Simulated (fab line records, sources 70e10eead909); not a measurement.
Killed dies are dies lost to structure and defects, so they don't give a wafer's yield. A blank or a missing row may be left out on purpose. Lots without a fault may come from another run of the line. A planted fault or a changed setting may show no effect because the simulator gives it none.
Which tool did it? | flow nand_harc | 10 lots, 30 wafers sampled, at 4 steps of a route of 1302

WHAT THE GAUGES READ, wafer by wafer
NHARC_A_M0_CD_MEAS_09: target cd 80 nm.
lot  | measured     | on        | cd_nm (nm)
L853 | day 23 10:35 | cd_sem-03 | 80.9 79.7 80.5
L854 | day 24 11:10 | cd_sem-03 | 79.1 79.1 79.2
L856 | day 24 22:07 | cd_sem-01 | 80.3 80.1 80.3
L855 | day 25 12:17 | cd_sem-01 | 79.0 78.7 79.3
L857 | day 26 08:04 | cd_sem-03 | 79.1 80.7 80.0
L863 | day 27 18:50 | cd_sem-02 | 85.6 84.1 80.7
L873 | day 31 01:38 | cd_sem-01 | 80.2 81.1 80.8
L871 | day 31 01:58 | cd_sem-03 | 78.5 78.5 78.0
L872 | day 31 07:22 | cd_sem-02 | 81.1 80.7 81.0
L874 | day 32 18:43 | cd_sem-02 | 78.5 78.8 78.0

WHICH TOOL RAN EACH LOT (tool, then ch and the chambers of the sampled wafers, then the start)
lot  | NHARC_A_BLC_STRIP_29               | NHARC_A_BLC_STRIP_21               | NHARC_A_M0_PEB_07
L853 | rie_diel-07 ch 0,1,2, day 23 07:49 | rie_diel-07 ch 0,1,3, day 23 07:55 | litho_track-06 ch 0, day 23 10:31
L854 | rie_diel-07 ch 0,3, day 24 08:19   | rie_diel-07 ch 0,3, day 24 08:25   | litho_track-04 ch 0, day 24 11:05
L856 | rie_diel-07 ch 0,1,3, day 24 19:19 | rie_diel-07 ch 0,1,2, day 24 19:26 | litho_track-06 ch 0, day 24 22:02
L855 | rie_diel-07 ch 0,1,3, day 25 09:29 | rie_diel-07 ch 0,1,3, day 25 09:36 | litho_track-01 ch 0, day 25 12:11
L857 | rie_diel-13 ch 0,1,2, day 26 05:25 | rie_diel-13 ch 0,2,3, day 26 05:31 | litho_track-06 ch 0, day 26 07:59
L863 | rie_diel-04 ch 0,1, day 27 16:00   | rie_diel-04 ch 0,1, day 27 16:07   | litho_track-06 ch 0, day 27 18:45
L873 | rie_diel-07 ch 0,1,3, day 30 22:51 | rie_diel-07 ch 1,3, day 30 22:57   | litho_track-01 ch 0, day 31 01:33
L871 | rie_diel-13 ch 1,2,3, day 30 23:10 | rie_diel-13 ch 0,2,3, day 30 23:15 | litho_track-04 ch 0, day 31 01:53
L872 | rie_diel-04 ch 0,1, day 31 04:32   | rie_diel-04 ch 2,3, day 31 04:39   | litho_track-06 ch 0, day 31 07:16
L874 | rie_diel-04 ch 0,2,3, day 32 15:54 | rie_diel-04 ch 0,1,3, day 32 15:59 | litho_track-04 ch 0, day 32 18:37
- NHARC_A_BLC_STRIP_29: strips in CF4.
- NHARC_A_BLC_STRIP_21: strips in O2.
- NHARC_A_M0_PEB_07: peb time 65 s.

THE ANSWER, worked out from the rows above alone
Rule: what is usual is taken from the lots themselves. Put in order of their means at a reading, lots are off if they are a third of the lots or fewer, leave a main group of 4 or more, and stand apart from it by a gap of 3 or more times the standard deviation of the main group's means; of several such gaps the widest counts. A main group whose means are all the same, to the digits that the tables above print for the reading, isn't used. A lot without any number at a reading at which 4 lots or more have one is off too. The other lots that the step has rows for count as sound.
No lot is off at any reading shown: from this, nothing can be told.

WHAT THE SIMULATOR HAD PUT IN
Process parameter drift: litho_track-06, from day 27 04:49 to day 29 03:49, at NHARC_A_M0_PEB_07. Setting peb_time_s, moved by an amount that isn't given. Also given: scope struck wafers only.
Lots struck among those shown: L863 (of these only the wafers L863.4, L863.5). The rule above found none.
